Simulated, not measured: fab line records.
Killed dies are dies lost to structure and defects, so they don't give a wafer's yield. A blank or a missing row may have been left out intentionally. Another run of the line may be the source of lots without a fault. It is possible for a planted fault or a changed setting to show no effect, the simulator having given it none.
fab line records / flow nandHarc
record lots=7 wafers=21 lastDay=24
route steps=1159 shown P_GATE@171 END@1159
lots that met no fault: from a run of the same line without faults
startH: the number of hours between the record's first day and the start of the first shown wafer of the lot / waitH: time in hours since the lot's previous step / " the same as in the row above / L1.1+2: one row covering several wafers at once / - no value, or no start was given / * or withheld: withheld / < > ~ a bound
route shown NAME@n: a module of which the file shows steps, and the number in the route of the first / usual: mean and standard deviation over wafers with no fault / same: alike in all rows / chamber/n: place in a boat / sites: readings site by site / _std_site: the values' standard deviation / _edge_site: outer sites' mean less inner sites' / radiusMm: for every site, how far away it sits from the centre of the wafer / mask NAME#n: copy n / behind: tool/chamber where the wafer was last shaped / hold: why the lot was held/for how many hours/how that ended / device: the transistor (n, p or np) that didn't switch / end of line: the route-end tests of the same wafers / a step without rows: its recipe alone / killed: dies lost to structure and defects at the first sort, not the wafer's yield / map: shows each die of a wafer: x if killed, . if not, _ if none is there
set.NAME: setting as actually run; set.NAME@STEP: the setting as run at that earlier step / model.NAME: the simulator's own value behind a step, which no gauge read
lots seen at some steps along the route; tables by step, rows by wafer
services: the hour from which a tool's chamber was out of use, counted from the record's first day as startH (under 0 if before that day), plus the number of hours and why
## steps
# step NHARC_P_GATE_HARDBAKE_47
# recipe tempC=125 timeS=80
# step NHARC_P_GATE_DESCUM_48
# recipe timeS=3 o2FlowSccm=200 arFlowSccm=0 biasPowerW=0 chemistry=O2
# usual drypumpMotorCurrentA=5.7/0.33 oesProductAu=0.997/0.013 rfVppV=57.7/0.92 showerheadPlenumPTorr=1.91/0.088 throttleValvePct=11.311/0.0084
lot.wafer=L896.4 tool=rieDiel-08 chamber=3 startH=109.98 waitH=- drypumpMotorCurrentA=5.4 oesProductAu=0.983 rfHoursCounterH=31 rfVppV=58.2 showerheadPlenumPTorr=2.06 throttleValvePct=11.294
lot.wafer=L896.3 tool=rieDiel-08 chamber=0 startH=109.98 waitH=- drypumpMotorCurrentA=5.7 oesProductAu=0.979 rfHoursCounterH=32 rfVppV=57.2 showerheadPlenumPTorr=1.96 throttleValvePct=11.309
lot.wafer=L896.5 tool=rieDiel-08 chamber=2 startH=109.98 waitH=- drypumpMotorCurrentA=5.1 oesProductAu=1.013 rfHoursCounterH=- rfVppV=57.3 showerheadPlenumPTorr=1.94 throttleValvePct=11.304
lot.wafer=L902.1 tool=rieDiel-13 chamber=3 startH=146.08 waitH=- drypumpMotorCurrentA=5.5 oesProductAu=0.995 rfHoursCounterH=11 rfVppV=56.7 showerheadPlenumPTorr=1.79 throttleValvePct=11.322
lot.wafer=L902.3 tool=rieDiel-13 chamber=0 startH=146.08 waitH=- drypumpMotorCurrentA=5.9 oesProductAu=0.999 rfHoursCounterH=10 rfVppV=57.5 showerheadPlenumPTorr=1.78 throttleValvePct=11.314
lot.wafer=L902.2 tool=rieDiel-13 chamber=2 startH=146.08 waitH=- drypumpMotorCurrentA=5.3 oesProductAu=0.989 rfHoursCounterH=11 rfVppV=56.9 showerheadPlenumPTorr=1.90 throttleValvePct=11.322
lot.wafer=L904.1 tool=rieDiel-07 chamber=3 startH=160.58 waitH=- drypumpMotorCurrentA=5.7 oesProductAu=1.027 rfHoursCounterH=38 rfVppV=57.0 showerheadPlenumPTorr=1.97 throttleValvePct=11.307
lot.wafer=L904.4 tool=rieDiel-07 chamber=0 startH=160.58 waitH=- drypumpMotorCurrentA=5.3 oesProductAu=0.987 rfHoursCounterH=35 rfVppV=56.9 showerheadPlenumPTorr=2.03 throttleValvePct=11.321
lot.wafer=L904.6 tool=rieDiel-07 chamber=3 startH=160.58 waitH=- drypumpMotorCurrentA=5.7 oesProductAu=1.026 rfHoursCounterH=- rfVppV=56.8 showerheadPlenumPTorr=1.97 throttleValvePct=11.300
lot.wafer=L906.4 tool=rieDiel-13 chamber=3 startH=177.62 waitH=- drypumpMotorCurrentA=5.5 oesProductAu=0.997 rfHoursCounterH=22 rfVppV=57.5 showerheadPlenumPTorr=1.79 throttleValvePct=11.311
lot.wafer=L906.3 tool=rieDiel-13 chamber=2 startH=177.62 waitH=- drypumpMotorCurrentA=5.3 oesProductAu=1.009 rfHoursCounterH=23 rfVppV=58.1 showerheadPlenumPTorr=1.90 throttleValvePct=11.304
lot.wafer=L906.6 tool=rieDiel-13 chamber=3 startH=177.62 waitH=- drypumpMotorCurrentA=5.5 oesProductAu=0.994 rfHoursCounterH=- rfVppV=57.3 showerheadPlenumPTorr=1.79 throttleValvePct=11.311
lot.wafer=L909.1 tool=rieDiel-13 chamber=2 startH=188.64 waitH=- drypumpMotorCurrentA=5.3 oesProductAu=0.988 rfHoursCounterH=27 rfVppV=57.6 showerheadPlenumPTorr=1.90 throttleValvePct=11.315
lot.wafer=L909.4 tool=rieDiel-13 chamber=3 startH=188.64 waitH=- drypumpMotorCurrentA=5.5 oesProductAu=0.988 rfHoursCounterH=26 rfVppV=56.2 showerheadPlenumPTorr=1.79 throttleValvePct=11.321
lot.wafer=L909.3 tool=rieDiel-13 chamber=0 startH=188.64 waitH=- drypumpMotorCurrentA=5.9 oesProductAu=0.994 rfHoursCounterH=28 rfVppV=57.0 showerheadPlenumPTorr=1.78 throttleValvePct=11.312
lot.wafer=L916.2 tool=rieDiel-08 chamber=3 startH=233.12 waitH=- drypumpMotorCurrentA=5.4 oesProductAu=1.009 rfHoursCounterH=22 rfVppV=59.1 showerheadPlenumPTorr=2.05 throttleValvePct=11.310
lot.wafer=L916.3 tool=rieDiel-08 chamber=1 startH=233.12 waitH=- drypumpMotorCurrentA=5.9 oesProductAu=0.974 rfHoursCounterH=19 rfVppV=58.5 showerheadPlenumPTorr=1.92 throttleValvePct=11.323
lot.wafer=L916.6 tool=rieDiel-08 chamber=0 startH=233.12 waitH=- drypumpMotorCurrentA=5.7 oesProductAu=0.979 rfHoursCounterH=- rfVppV=58.3 showerheadPlenumPTorr=1.95 throttleValvePct=11.303
lot.wafer=L917.1 tool=rieDiel-13 chamber=0 startH=233.28 waitH=- drypumpMotorCurrentA=5.9 oesProductAu=1.004 rfHoursCounterH=48 rfVppV=55.7 showerheadPlenumPTorr=1.77 throttleValvePct=11.315
lot.wafer=L917.2 tool=rieDiel-13 chamber=3 startH=233.28 waitH=- drypumpMotorCurrentA=5.5 oesProductAu=0.999 rfHoursCounterH=45 rfVppV=55.6 showerheadPlenumPTorr=1.78 throttleValvePct=11.314
lot.wafer=L917.5 tool=rieDiel-13 chamber=0 startH=233.28 waitH=- drypumpMotorCurrentA=5.9 oesProductAu=1.005 rfHoursCounterH=- rfVppV=57.5 showerheadPlenumPTorr=1.77 throttleValvePct=11.329
# step NHARC_P_GATE_IMPLANT_49
# recipe energyKev=30 doseCm2=3e+15 tiltDeg=7
# step NHARC_P_GATE_STRIP_111
# recipe powerW=1500 tempC=110 timeS=250 chemistry=N2/H2
# usual drypumpMotorCurrentA=5.7/0.33 heaterPowerW=95/9.4
lot.wafer=L896.4 tool=plasmaAsher-01 chamber=0 startH=110.57 waitH=0.3 drypumpMotorCurrentA=6.0 heaterPowerW=107 rfHoursCounterH=-
lot.wafer=L896.3 tool=plasmaAsher-01 chamber=1 startH=110.57 waitH=0.3 drypumpMotorCurrentA=6.0 heaterPowerW=86 rfHoursCounterH=-
lot.wafer=L896.5 tool=plasmaAsher-01 chamber=0 startH=110.57 waitH=0.3 drypumpMotorCurrentA=5.9 heaterPowerW=107 rfHoursCounterH=-
lot.wafer=L902.1 tool=plasmaAsher-02 chamber=1 startH=146.44 waitH=0.2 drypumpMotorCurrentA=5.5 heaterPowerW=93 rfHoursCounterH=44
lot.wafer=L902.2 tool=plasmaAsher-02 chamber=0 startH=146.44 waitH=0.2 drypumpMotorCurrentA=5.3 heaterPowerW=90 rfHoursCounterH=44
lot.wafer=L902.3 tool=plasmaAsher-02 chamber=0 startH=146.44 waitH=0.2 drypumpMotorCurrentA=5.3 heaterPowerW=90 rfHoursCounterH=-
lot.wafer=L904.1 tool=plasmaAsher-01 chamber=0 startH=161.18 waitH=0.4 drypumpMotorCurrentA=6.0 heaterPowerW=106 rfHoursCounterH=17
lot.wafer=L904.4 tool=plasmaAsher-01 chamber=1 startH=161.18 waitH=0.4 drypumpMotorCurrentA=6.1 heaterPowerW=85 rfHoursCounterH=-
lot.wafer=L904.6 tool=plasmaAsher-01 chamber=0 startH=161.18 waitH=0.4 drypumpMotorCurrentA=5.9 heaterPowerW=108 rfHoursCounterH=-
lot.wafer=L906.4 tool=plasmaAsher-02 chamber=1 startH=178.09 waitH=0.2 drypumpMotorCurrentA=5.4 heaterPowerW=93 rfHoursCounterH=-
lot.wafer=L906.3 tool=plasmaAsher-02 chamber=0 startH=178.09 waitH=0.2 drypumpMotorCurrentA=5.3 heaterPowerW=92 rfHoursCounterH=-
lot.wafer=L906.6 tool=plasmaAsher-02 chamber=0 startH=178.09 waitH=0.2 drypumpMotorCurrentA=5.3 heaterPowerW=90 rfHoursCounterH=-
lot.wafer=L909.1 tool=plasmaAsher-01 chamber=1 startH=189.35 waitH=0.5 drypumpMotorCurrentA=6.1 heaterPowerW=85 rfHoursCounterH=28
lot.wafer=L909.4 tool=plasmaAsher-01 chamber=0 startH=189.35 waitH=0.5 drypumpMotorCurrentA=5.9 heaterPowerW=107 rfHoursCounterH=-
lot.wafer=L909.3 tool=plasmaAsher-01 chamber=1 startH=189.35 waitH=0.5 drypumpMotorCurrentA=6.1 heaterPowerW=85 rfHoursCounterH=-
lot.wafer=L916.2 tool=plasmaAsher-02 chamber=0 startH=233.49 waitH=0.2 drypumpMotorCurrentA=5.2 heaterPowerW=86 rfHoursCounterH=14
lot.wafer=L916.3 tool=plasmaAsher-02 chamber=0 startH=233.49 waitH=0.2 drypumpMotorCurrentA=5.3 heaterPowerW=86 rfHoursCounterH=-
lot.wafer=L916.6 tool=plasmaAsher-02 chamber=1 startH=233.49 waitH=0.2 drypumpMotorCurrentA=5.5 heaterPowerW=100 rfHoursCounterH=-
lot.wafer=L917.1 tool=plasmaAsher-01 chamber=1 startH=233.66 waitH=0.2 drypumpMotorCurrentA=6.0 heaterPowerW=82 rfHoursCounterH=46
lot.wafer=L917.2 tool=plasmaAsher-01 chamber=0 startH=233.66 waitH=0.2 drypumpMotorCurrentA=5.9 heaterPowerW=106 rfHoursCounterH=46
lot.wafer=L917.5 tool=plasmaAsher-01 chamber=0 startH=233.66 waitH=0.2 drypumpMotorCurrentA=5.9 heaterPowerW=107 rfHoursCounterH=-
# step NHARC_P_GATE_STRIP_75
# recipe powerW=1500 tempC=250 chemistry=O2
# usual drypumpMotorCurrentA=5.7/0.32 heaterPowerW=354/35
lot.wafer=L896.4 tool=plasmaAsher-01 chamber=0 startH=110.79 waitH=0.2 drypumpMotorCurrentA=5.9 heaterPowerW=405 rfHoursCounterH=-
lot.wafer=L896.3 tool=plasmaAsher-01 chamber=1 startH=110.79 waitH=0.2 drypumpMotorCurrentA=6.1 heaterPowerW=325 rfHoursCounterH=-
lot.wafer=L896.5 tool=plasmaAsher-01 chamber=0 startH=110.79 waitH=0.2 drypumpMotorCurrentA=5.9 heaterPowerW=401 rfHoursCounterH=-
lot.wafer=L902.1 tool=plasmaAsher-02 chamber=1 startH=146.74 waitH=0.2 drypumpMotorCurrentA=5.5 heaterPowerW=344 rfHoursCounterH=44
lot.wafer=L902.2 tool=plasmaAsher-02 chamber=0 startH=146.74 waitH=0.2 drypumpMotorCurrentA=5.3 heaterPowerW=333 rfHoursCounterH=44
lot.wafer=L902.3 tool=plasmaAsher-02 chamber=0 startH=146.74 waitH=0.2 drypumpMotorCurrentA=5.3 heaterPowerW=339 rfHoursCounterH=-
lot.wafer=L904.1 tool=plasmaAsher-01 chamber=0 startH=161.44 waitH=0.2 drypumpMotorCurrentA=5.9 heaterPowerW=414 rfHoursCounterH=17
lot.wafer=L904.4 tool=plasmaAsher-01 chamber=1 startH=161.44 waitH=0.2 drypumpMotorCurrentA=6.1 heaterPowerW=313 rfHoursCounterH=-
lot.wafer=L904.6 tool=plasmaAsher-01 chamber=0 startH=161.44 waitH=0.2 drypumpMotorCurrentA=5.9 heaterPowerW=408 rfHoursCounterH=-
lot.wafer=L906.4 tool=plasmaAsher-02 chamber=1 startH=178.31 waitH=0.2 drypumpMotorCurrentA=5.4 heaterPowerW=349 rfHoursCounterH=-
lot.wafer=L906.3 tool=plasmaAsher-02 chamber=0 startH=178.31 waitH=0.2 drypumpMotorCurrentA=5.3 heaterPowerW=333 rfHoursCounterH=-
lot.wafer=L906.6 tool=plasmaAsher-02 chamber=0 startH=178.31 waitH=0.2 drypumpMotorCurrentA=5.3 heaterPowerW=337 rfHoursCounterH=-
lot.wafer=L909.1 tool=plasmaAsher-01 chamber=1 startH=189.61 waitH=0.2 drypumpMotorCurrentA=6.1 heaterPowerW=319 rfHoursCounterH=28
lot.wafer=L909.4 tool=plasmaAsher-01 chamber=0 startH=189.61 waitH=0.2 drypumpMotorCurrentA=5.9 heaterPowerW=414 rfHoursCounterH=-
lot.wafer=L909.3 tool=plasmaAsher-01 chamber=1 startH=189.61 waitH=0.2 drypumpMotorCurrentA=6.1 heaterPowerW=322 rfHoursCounterH=-
lot.wafer=L916.2 tool=plasmaAsher-02 chamber=0 startH=233.79 waitH=0.3 drypumpMotorCurrentA=5.3 heaterPowerW=330 rfHoursCounterH=14
lot.wafer=L916.3 tool=plasmaAsher-02 chamber=0 startH=233.79 waitH=0.3 drypumpMotorCurrentA=5.3 heaterPowerW=320 rfHoursCounterH=-
lot.wafer=L916.6 tool=plasmaAsher-02 chamber=1 startH=233.79 waitH=0.3 drypumpMotorCurrentA=5.5 heaterPowerW=359 rfHoursCounterH=-
lot.wafer=L917.1 tool=plasmaAsher-01 chamber=1 startH=233.96 waitH=0.3 drypumpMotorCurrentA=6.1 heaterPowerW=320 rfHoursCounterH=47
lot.wafer=L917.2 tool=plasmaAsher-01 chamber=0 startH=233.96 waitH=0.3 drypumpMotorCurrentA=5.9 heaterPowerW=406 rfHoursCounterH=47
lot.wafer=L917.5 tool=plasmaAsher-01 chamber=0 startH=233.96 waitH=0.3 drypumpMotorCurrentA=5.9 heaterPowerW=403 rfHoursCounterH=-
# step NHARC_P_GATE_STRIP_50
# recipe timeS=900 tempC=130 chemistry=SPM
# step NHARC_P_GATE_DEHYDRATE_51
# recipe tempC=150 timeS=120
# step NHARC_P_GATE_HMDS_52
# recipe timeS=30
# step NHARC_P_GATE_COAT_53
# recipe spinRpm=3000
# step NHARC_P_GATE_SOFTBAKE_54
# recipe tempC=122 timeS=95
# step NHARC_P_GATE_EBR_55
# step NHARC_P_GATE_EXPOSE_56
# recipe na=0.6 targetCdNm=720 doseMj=14.81 maskId=P_PSD
# step NHARC_P_GATE_PEB_57
# recipe pebTempC=118 pebTimeS=85
# usual exhaustPa=44.9/0.97 heaterPowerTotalW=163.91/0.26 plateTempC=117.95/0.13
lot.wafer=L896.3 tool=lithoTrack-02 chamber=0 startH=111.61 waitH=0.1 exhaustPa=45.2 heaterPowerTotalW=163.66 plateTempC=117.97
lot.wafer=L896.4 tool=lithoTrack-02 chamber=0 startH=111.61 waitH=0.1 exhaustPa=45.1 heaterPowerTotalW=163.60 plateTempC=117.91
lot.wafer=L896.5 tool=lithoTrack-02 chamber=0 startH=111.61 waitH=0.1 exhaustPa=44.8 heaterPowerTotalW=163.77 plateTempC=118.00
lot.wafer=L902.1 tool=lithoTrack-03 chamber=0 startH=147.59 waitH=0.1 exhaustPa=44.8 heaterPowerTotalW=167.64 plateTempC=119.93
lot.wafer=L902.2 tool=lithoTrack-03 chamber=0 startH=147.59 waitH=0.1 exhaustPa=45.9 heaterPowerTotalW=166.88 plateTempC=119.99
lot.wafer=L902.3 tool=lithoTrack-03 chamber=0 startH=147.59 waitH=0.1 exhaustPa=45.6 heaterPowerTotalW=167.45 plateTempC=120.03
lot.wafer=L904.1 tool=lithoTrack-03 chamber=0 startH=162.13 waitH=0.1 exhaustPa=46.3 heaterPowerTotalW=167.41 plateTempC=119.56
lot.wafer=L904.4 tool=lithoTrack-03 chamber=0 startH=162.13 waitH=0.1 exhaustPa=46.5 heaterPowerTotalW=167.28 plateTempC=119.73
lot.wafer=L904.6 tool=lithoTrack-03 chamber=0 startH=162.13 waitH=0.1 exhaustPa=45.3 heaterPowerTotalW=167.02 plateTempC=119.98
lot.wafer=L906.3 tool=lithoTrack-03 chamber=0 startH=179.13 waitH=0.1 exhaustPa=44.1 heaterPowerTotalW=166.84 plateTempC=119.74
lot.wafer=L906.4 tool=lithoTrack-03 chamber=0 startH=179.13 waitH=0.1 exhaustPa=44.0 heaterPowerTotalW=166.90 plateTempC=119.82
lot.wafer=L906.6 tool=lithoTrack-03 chamber=0 startH=179.13 waitH=0.1 exhaustPa=44.4 heaterPowerTotalW=167.02 plateTempC=119.71
lot.wafer=L909.1 tool=lithoTrack-02 chamber=0 startH=190.30 waitH=0.1 exhaustPa=44.9 heaterPowerTotalW=163.58 plateTempC=118.02
lot.wafer=L909.3 tool=lithoTrack-02 chamber=0 startH=190.30 waitH=0.1 exhaustPa=45.3 heaterPowerTotalW=164.04 plateTempC=117.93
lot.wafer=L909.4 tool=lithoTrack-02 chamber=0 startH=190.30 waitH=0.1 exhaustPa=44.3 heaterPowerTotalW=164.06 plateTempC=117.99
lot.wafer=L916.2 tool=lithoTrack-03 chamber=0 startH=234.51 waitH=0.1 exhaustPa=45.6 heaterPowerTotalW=163.66 plateTempC=117.86
lot.wafer=L916.3 tool=lithoTrack-03 chamber=0 startH=234.51 waitH=0.1 exhaustPa=45.8 heaterPowerTotalW=163.78 plateTempC=117.83
lot.wafer=L916.6 tool=lithoTrack-03 chamber=0 startH=234.51 waitH=0.1 exhaustPa=45.8 heaterPowerTotalW=163.88 plateTempC=117.79
lot.wafer=L917.1 tool=lithoTrack-03 chamber=0 startH=234.79 waitH=0.1 exhaustPa=45.3 heaterPowerTotalW=164.23 plateTempC=118.04
lot.wafer=L917.2 tool=lithoTrack-03 chamber=0 startH=234.79 waitH=0.1 exhaustPa=45.1 heaterPowerTotalW=163.82 plateTempC=118.01
lot.wafer=L917.5 tool=lithoTrack-03 chamber=0 startH=234.79 waitH=0.1 exhaustPa=43.8 heaterPowerTotalW=163.80 plateTempC=118.09
# step NHARC_P_GATE_DEVELOP_58
# recipe timeS=70
# step NHARC_END_SORT_01
# recipe tempC=25
# usual killedAtArray=25/7.8 killedAtOther=0.6/0.81 killedAtPeriphery=3.3/2.2 killedDies=29/8.2 killedOpen=3.5/1.9 killedShort=1.8/1.3
# same grossDies=677
lot.wafer=L902.1 tool=prober-01 chamber=0 startH=471.20 waitH=2.5 killedAtArray=22 killedAtOther=0 killedAtPeriphery=8 killedDies=30 killedOpen=4 killedShort=2
lot.wafer=L902.2 tool=prober-01 chamber=0 startH=471.99 waitH=2.8 killedAtArray=20 killedAtOther=1 killedAtPeriphery=3 killedDies=24 killedOpen=4 killedShort=2
lot.wafer=L902.3 tool=prober-01 chamber=0 startH=472.77 waitH=3.1 killedAtArray=17 killedAtOther=1 killedAtPeriphery=5 killedDies=23 killedOpen=0 killedShort=2
lot.wafer=L904.1 tool=prober-01 chamber=0 startH=490.24 waitH=2.5 killedAtArray=40 killedAtOther=0 killedAtPeriphery=9 killedDies=49 killedOpen=4 killedShort=0
lot.wafer=L904.4 tool=prober-01 chamber=0 startH=492.66 waitH=3.4 killedAtArray=22 killedAtOther=0 killedAtPeriphery=5 killedDies=27 killedOpen=3 killedShort=1
lot.wafer=L904.6 tool=prober-01 chamber=0 startH=494.27 waitH=4.0 killedAtArray=39 killedAtOther=0 killedAtPeriphery=5 killedDies=44 killedOpen=3 killedShort=4
lot.wafer=L917.1 tool=prober-01 chamber=0 startH=574.47 waitH=2.5 killedAtArray=19 killedAtOther=0 killedAtPeriphery=2 killedDies=21 killedOpen=2 killedShort=0
lot.wafer=L917.2 tool=prober-01 chamber=0 startH=575.27 waitH=2.8 killedAtArray=23 killedAtOther=0 killedAtPeriphery=10 killedDies=33 killedOpen=7 killedShort=0
lot.wafer=L917.5 tool=prober-01 chamber=0 startH=577.65 waitH=3.7 killedAtArray=20 killedAtOther=0 killedAtPeriphery=3 killedDies=23 killedOpen=1 killedShort=3
lot.wafer=L916.2 tool=prober-02 chamber=0 startH=575.32 waitH=2.8 killedAtArray=36 killedAtOther=1 killedAtPeriphery=2 killedDies=39 killedOpen=4 killedShort=3
lot.wafer=L916.3 tool=prober-02 chamber=0 startH=576.13 waitH=3.1 killedAtArray=38 killedAtOther=1 killedAtPeriphery=5 killedDies=44 killedOpen=9 killedShort=4
lot.wafer=L916.6 tool=prober-02 chamber=0 startH=578.55 waitH=4.0 killedAtArray=38 killedAtOther=0 killedAtPeriphery=2 killedDies=40 killedOpen=1 killedShort=2
# killed by level:class
L902.1 A_CHANNEL_HOLE_D1:chamberFilmFlake=13 P_GATE:chamberFilmFlake=5 A_ONON_D1:geometricParticle:open=2 A_BONDPAD:chamberFilmFlake=2 P_M0:geometricParticle:short=1 A_CHANNEL_HOLE_D1:geometricParticle:short=1 A_CONTACT:geometricParticle:open=1 A_BLC:geometricParticle:open=1
L902.2 A_CHANNEL_HOLE_D1:chamberFilmFlake=7 A_BONDPAD:chamberFilmFlake=3 A_CONTACT:geometricParticle:open=2 A_WL_FILL:chamberFilmFlake=2 A_CONTACT:chamberFilmFlake=2 P_GATE:geometricParticle:open=1 A_SOURCE_PLATE:geometricParticle:short=1 A_WL_FILL:geometricParticle:short=1
L902.3 A_CHANNEL_HOLE_D1:chamberFilmFlake=7 A_BONDPAD:chamberFilmFlake=6 P_GATE:chamberFilmFlake=3 A_SOURCE_PLATE:geometricParticle:short=1 A_M1:geometricParticle:short=1 P_STI:chamberFilmFlake=1 P_CONTACT:chamberFilmFlake=1 A_WL_FILL:chamberFilmFlake=1
L904.1 A_SLIT:chamberFilmFlake=20 A_CHANNEL_HOLE_D1:chamberFilmFlake=15 P_STI:chamberFilmFlake=3 A_WL_FILL:chamberFilmFlake=2 A_CONTACT:chamberFilmFlake=2 P_CONTACT:geometricParticle:open=1 P_M0:geometricParticle:open=1 P_M1:geometricParticle:open=1
L904.4 A_CHANNEL_HOLE_D1:chamberFilmFlake=8 A_SLIT:chamberFilmFlake=7 A_CONTACT:chamberFilmFlake=3 P_M0:geometricParticle:open=2 P_CONTACT:chamberFilmFlake=2 A_WL_FILL:chamberFilmFlake=2 A_CHANNEL_HOLE_D1:geometricParticle:short=1 A_CHANNEL_FILL_D1:geometricParticle:open=1
L904.6 A_CHANNEL_HOLE_D1:chamberFilmFlake=17 A_SLIT:chamberFilmFlake=10 A_CONTACT:chamberFilmFlake=4 P_STI:chamberFilmFlake=2 A_WL_FILL:chamberFilmFlake=2 P_GATE:geometricParticle:short=1 A_ONON_D1:geometricParticle:open=1 A_CHANNEL_FILL_D1:geometricParticle:open=1
L917.1 A_CHANNEL_HOLE_D1:chamberFilmFlake=11 A_STAIRCASE:chamberFilmFlake=3 A_CHANNEL_FILL_D1:geometricParticle:open=2 P_STI:chamberFilmFlake=2 A_CHANNEL_FILL_D1:chamberFilmFlake=1 A_CONTACT:chamberFilmFlake=1 A_M1:chamberFilmFlake=1
L917.2 P_STI:chamberFilmFlake=8 A_CHANNEL_HOLE_D1:chamberFilmFlake=7 A_CONTACT:chamberFilmFlake=5 A_M1:chamberFilmFlake=4 A_SGD_CUT:geometricParticle:open=3 P_M0:geometricParticle:open=2 A_CHANNEL_FILL_D1:geometricParticle:open=1 A_CONTACT:geometricParticle:open=1
L916.2 A_SLIT:chamberFilmFlake=13 A_CHANNEL_HOLE_D1:chamberFilmFlake=9 A_CONTACT:chamberFilmFlake=4 A_STAIRCASE:chamberFilmFlake=3 P_M0:geometricParticle:open=1 P_M0:geometricParticle:short=1 A_ONON_D1:geometricParticle:short=1 A_WL_FILL:geometricParticle:short=1
L916.3 A_SLIT:chamberFilmFlake=16 A_CHANNEL_HOLE_D1:chamberFilmFlake=7 A_STAIRCASE:chamberFilmFlake=4 P_M0:geometricParticle:open=3 A_CONTACT:chamberFilmFlake=3 A_CHANNEL_FILL_D1:geometricParticle:short=2 A_CONTACT:geometricParticle:open=2 P_STI:geometricParticle:short=1
L917.5 A_CONTACT:chamberFilmFlake=7 A_STAIRCASE:chamberFilmFlake=4 A_CHANNEL_HOLE_D1:chamberFilmFlake=3 A_WL_FILL:geometricParticle:short=2 P_STI:chamberFilmFlake=2 A_M1:chamberFilmFlake=2 A_CHANNEL_FILL_D1:geometricParticle:short=1 A_CONTACT:geometricParticle:open=1
L916.6 A_SLIT:chamberFilmFlake=16 A_CONTACT:chamberFilmFlake=8 A_CHANNEL_HOLE_D1:chamberFilmFlake=6 A_STAIRCASE:chamberFilmFlake=3 P_GATE:chamberFilmFlake=2 A_SOURCE_PLATE:geometricParticle:short=1 A_CHANNEL_FILL_D1:geometricParticle:open=1 A_CHANNEL_FILL_D1:geometricParticle:short=1
## services
tool=rieDiel-13 chamber=- startH=99.08 hours=9.0 kind=pm
tool=rieDiel-13 chamber=0 startH=99.08 hours=9.0 kind=ventCycle
tool=plasmaAsher-01 chamber=- startH=99.40 hours=9.0 kind=pm
tool=plasmaAsher-01 chamber=0 startH=99.40 hours=9.0 kind=ventCycle
tool=plasmaAsher-01 chamber=1 startH=99.40 hours=9.0 kind=ventCycle
tool=plasmaAsher-01 chamber=0 startH=108.40 hours=- kind=clean
tool=plasmaAsher-01 chamber=1 startH=108.40 hours=- kind=clean
tool=rieDiel-07 chamber=3 startH=111.06 hours=4.6 kind=repair
tool=plasmaAsher-01 chamber=- startH=119.60 hours=1.0 kind=repair
tool=rieDiel-07 chamber=0 startH=119.60 hours=16.2 kind=repair
tool=rieDiel-08 chamber=- startH=124.80 hours=9.0 kind=pm
tool=lithoTrack-02 chamber=- startH=165.00 hours=7.0 kind=pm
tool=rieDiel-13 chamber=1 startH=168.66 hours=1.4 kind=repair
tool=plasmaAsher-02 chamber=- startH=183.10 hours=9.0 kind=pm
tool=plasmaAsher-02 chamber=0 startH=183.10 hours=9.0 kind=ventCycle
tool=plasmaAsher-02 chamber=1 startH=183.10 hours=9.0 kind=ventCycle
tool=rieDiel-08 chamber=2 startH=191.22 hours=9.6 kind=repair
tool=plasmaAsher-02 chamber=0 startH=192.10 hours=- kind=clean
tool=plasmaAsher-02 chamber=1 startH=192.10 hours=- kind=clean
tool=plasmaAsher-01 chamber=- startH=197.43 hours=0.5 kind=repair
tool=lithoTrack-03 chamber=- startH=213.00 hours=7.0 kind=pm
tool=rieDiel-13 chamber=3 startH=218.18 hours=5.8 kind=repair
tool=rieDiel-07 chamber=3 startH=222.34 hours=4.9 kind=repair
tool=rieDiel-07 chamber=- startH=228.74 hours=9.0 kind=pm
## key
firstSign step=NHARC_P_GATE_PEB_57 reading=plateTempC direction=up sigmas=14 usual=* struck=*
effect step=NHARC_P_GATE_PEB_57 reading=heaterPowerTotalW direction=up sigmas=12 usual=* struck=*
metAt NHARC_P_GATE_PEB_57
struckWafers L902.1,L902.2,L902.3,L904.1,L904.4,L904.6,L906.3,L906.4,L906.6
testerLeftOut L902,L904,L906
fault kind=processParameterDrift tool=lithoTrack-03 chamber=- onsetH=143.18 steps=NHARC_P_GATE_PEB_57 channel=pebTempC offset=* shape=step endH=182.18 actsIn=* stated=*
# testerLeftOut: of these lots the tester's yield and bins aren't shown, on N5 and GAA mostly nor the transistor test; their killed dies are dies lost to structure and defects alone, not to doping, threshold or leakage, so they don't give the yield
